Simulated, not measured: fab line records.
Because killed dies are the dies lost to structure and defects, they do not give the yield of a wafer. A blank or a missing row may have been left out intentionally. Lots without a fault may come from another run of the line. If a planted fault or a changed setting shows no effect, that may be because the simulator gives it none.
Lot-split experiment ; flow n5_finfet ; 7 lots, 21 wafers read, on a route of 1938 steps

THE SPLIT
At N5_BEOL_M6_ETCH_62 (etches SOC in N2/H2, target depth 110 nm, overetch 22 nm, time 165 s), the setting bias_w was moved away from the recipe's 150 W on 6 of the 21 wafers read, by -15.0% to +17.7%. For the rest of the wafers, this setting stayed at what the recipe calls for.

The split's own step is where the reading is taken.

THE READING
rf_vpp_V, in V, at N5_BEOL_M6_ETCH_62 (etches SOC in N2/H2, target depth 110 nm, overetch 22 nm, time 165 s). Fault-free wafers of this fab line usually give 524.7 V, standard deviation 2.4 V.

wafer;tool, chamber at the split;bias_w as run, W;against the recipe;rf_vpp_V, V;against lot-mates on the recipe
L076.2;rie_diel-04, 2;167.5;+11.7%;563.6;+38.5
L076.4;rie_diel-04, 3;167.5;+11.7%;564.2;+39.1
L076.5;rie_diel-04, 1;150;recipe;525.1;-
L086.1;rie_diel-02, 3;150;recipe;525.0;-
L086.5;rie_diel-02, 1;150;recipe;523.8;-
L086.6;rie_diel-02, 2;176.5;+17.7%;583.6;+59.2
L085.1;rie_diel-01, 2;150;recipe;523.8;-
L085.2;rie_diel-01, 3;150;recipe;520.7;-
L085.4;rie_diel-01, 0;150;recipe;520.8;-
L087.1;rie_diel-02, 3;150;recipe;524.7;-
L087.4;rie_diel-02, 2;161.1;+7.4%;551.2;+26.0
L087.6;rie_diel-02, 3;150;recipe;525.6;-
L091.2;rie_diel-02, 0;150;recipe;521.6;-
L091.3;rie_diel-02, 1;150;recipe;523.7;-
L091.4;rie_diel-02, 2;150;recipe;528.9;-
L095.1;rie_diel-02, 3;150;recipe;523.7;-
L095.3;rie_diel-02, 2;150;recipe;526.8;-
L095.4;rie_diel-02, 0;150;recipe;521.4;-
L096.2;rie_diel-02, 0;150;recipe;520.0;-
L096.3;rie_diel-02, 3;127.5;-15.0%;472.7;-47.3
L096.5;rie_diel-02, 0;127.5;-15.0%;468.7;-51.3

THE FIT
A straight line over all 21 wafers: rf_vpp_V changes by +3.48 V for each +1% of bias_w; r = +1.00; the points scatter about the line by 2.3 V.
The same after taking each lot's own level away (the mean of its wafers on the recipe; 21 wafers): +3.32 V for each +1%; r = +1.00; scatter 1.8 V.
On that fit, the largest move of bias_w shifts the reading by 59 V.
The span of the lots' own levels, 520.00 to 525.15 V, comes to 2.1 times the standard deviation stated above.
Hence the lot-to-lot level has little effect on the slope; both slopes agree.
Check: for one of the wafers moved furthest among these (+17.7%), held out of the fit, the line's prediction against its lot-mates is +58.7 V. Against them it came out at +59.2 V.
Tool readings at the split's step, against how far the setting was moved: rf_vpp_V r = +1.00.

THE OTHER SPLITS THESE WAFERS WENT THROUGH
These wafers also went through other splits before the reading. Each is held against what the fit with the lots' levels taken away leaves over:
other split on the same wafers;wafers away from the commonest value;r with rf_vpp_V (lot level and that fit taken away)
N5_BEOL_M5_EXPOSE_08 dose_mj;9;+0.29
N5_BEOL_M5_TRENCH_ETCH_37 bias_w;9;-0.32
N5_BEOL_M5_ETCH_41 source_w;8;+0.10

FILE'S OWN FIT
rf_vpp_V changes by +3.34 V for each +1% of bias_w, r = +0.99.
